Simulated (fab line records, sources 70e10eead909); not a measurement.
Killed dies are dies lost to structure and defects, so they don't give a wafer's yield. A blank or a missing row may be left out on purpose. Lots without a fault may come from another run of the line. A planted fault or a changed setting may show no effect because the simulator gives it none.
Problem report in the 8D (eight disciplines) form, filled by code | flow nand_harc | the parts of the form that need people (team, actions taken, sign-off) are left out

1. THE PROBLEM
sort_bin_3_pct at NHARC_END_SORT_01 reads a mean of 1.33 % on 1 wafer of 1 lot; wafers without a fault read 0.21 % with a standard deviation of 0.2. That is +5.6 standard deviations from the usual mean.
First seen on wafer L828.4, day 24 08:29, on prober-02. The record holds 14 wafers of 6 lots with a number at this step. Rule for "out", or "out of limits": more than 4 standard deviations from the usual mean. The other wafers with a number count as sound.

2. WHAT IT IS AND WHAT IT IS NOT
question                    | is                                                                                                                  | is not
which readings at this step | sort_bin_3_pct, defect_limited_yield, killed_at_array, killed_dies, sort_n_pass, sort_rim_yield_pct, sort_yield_pct | killed_at_other, killed_at_periphery, killed_open, killed_short
which lots                  | L828                                                                                                                | L813, L814, L817, L818, L824
which wafers of those lots  | L828.4                                                                                                              | L828.3, L828.6
read on which gauges        | prober-02                                                                                                           | prober-01
when                        | from day 24 08:29                                                                                                   | up to then (12 sound wafers); but 1 sound wafer of L828 came after

3. SUSPECTS, AND WHAT RULES EACH OUT
Counting: a tool at a process step up to the reading stays a suspect if it ran every lot that is out. Sound lots after the first of them don't rule it out here, since some wafers of a struck lot are sound.
- the gauge at NHARC_END_SORT_01: kept. All the wafers that are out were read on prober-02, and no step on other tools shows them out.
- pvd_sputter-03 at NHARC_A_M0_PRE_CLEAN_29 (time 30 s): kept. It ran the lot that is out, L828 (day 22 13:10); its last sound lot up to then is L824 (day 21 18:52).
- rie_si-02 at NHARC_THIN_TSV_ETCH_15 (target depth 3000 nm, bosch target overetch cycles 2, bosch etch step 2.8 s): kept. It ran the lot that is out, L828 (day 23 12:56).
- rie_diel-04 at NHARC_THIN_TSV_ETCHBACK_48 (etches the open film in C4F8/Ar, target depth 1028.5 nm, time 405.17 s): kept. It ran the lot that is out, L828 (day 23 14:51); its last sound lot up to then is L818 (day 21 17:37).
- Within rie_si-02 at NHARC_THIN_TSV_ETCH_15: the wafers that are out ran in chamber 0; their sound lot-mates ran in chambers 1, 3.
- Within rie_diel-04 at NHARC_THIN_TSV_ETCHBACK_48: the wafers that are out ran in chamber 0; their sound lot-mates ran in chamber 3.
Left after counting: pvd_sputter-03 at NHARC_A_M0_PRE_CLEAN_29, rie_si-02 at NHARC_THIN_TSV_ETCH_15, rie_diel-04 at NHARC_THIN_TSV_ETCHBACK_48, prober-02 at NHARC_END_SORT_01.

4. THE CAUSE (what the simulator had put in)
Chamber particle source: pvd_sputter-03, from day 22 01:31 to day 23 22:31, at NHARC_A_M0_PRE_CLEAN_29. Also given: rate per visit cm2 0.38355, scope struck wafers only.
Counting left 4 suspects, and this tool is among them.

5. THE CHAIN OF EFFECTS, in route order
Each row: a reading whose mean over the struck wafers that have a number lies more than 3 standard deviations from the usual. Only readings for which the record gives a usual standard deviation are gone through. hours: the time from each lot's start at the first step in this table that gives one to its start at this step, as a median over the lots. sigmas: the change in usual standard deviations.
hours | step              | reading              | usual  | on struck wafers | change | sigmas
0     | NHARC_END_SORT_01 | defect_limited_yield | 95.4 % | 89.2             | -6.2   | -4.1
0     | NHARC_END_SORT_01 | killed_at_array      | 27     | 70               | +43    | +4.3
0     | NHARC_END_SORT_01 | killed_dies          | 31     | 73               | +42    | +4.2
0     | NHARC_END_SORT_01 | sort_bin_2_pct       | 1.5 %  | 4.0              | +2.5   | +3.9
0     | NHARC_END_SORT_01 | sort_bin_3_pct       | 0.21 % | 1.33             | +1.12  | +5.6
0     | NHARC_END_SORT_01 | sort_n_pass          | 646    | 604              | -42    | -4.2
0     | NHARC_END_SORT_01 | sort_rim_yield_pct   | 96.9 % | 85.8             | -11.1  | -5.6
0     | NHARC_END_SORT_01 | sort_yield_pct       | 95.4 % | 89.2             | -6.2   | -4.1

6. WHAT WOULD HAVE CAUGHT IT SOONER
In this record the first reading out of limits at a measuring or inspecting step was taken at day 24 08:29, 55 hours after the fault began at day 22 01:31.
Of the tool readings at NHARC_A_M0_PRE_CLEAN_29 for which the record gives a usual standard deviation, none was out on any struck wafer, so an alarm limit of 4 standard deviations on them would not have fired.
All the lots that are out (1) had begun NHARC_A_M0_PRE_CLEAN_29 on pvd_sputter-03 by day 24 08:29. A hold on the tool at that time would have spared none of them.
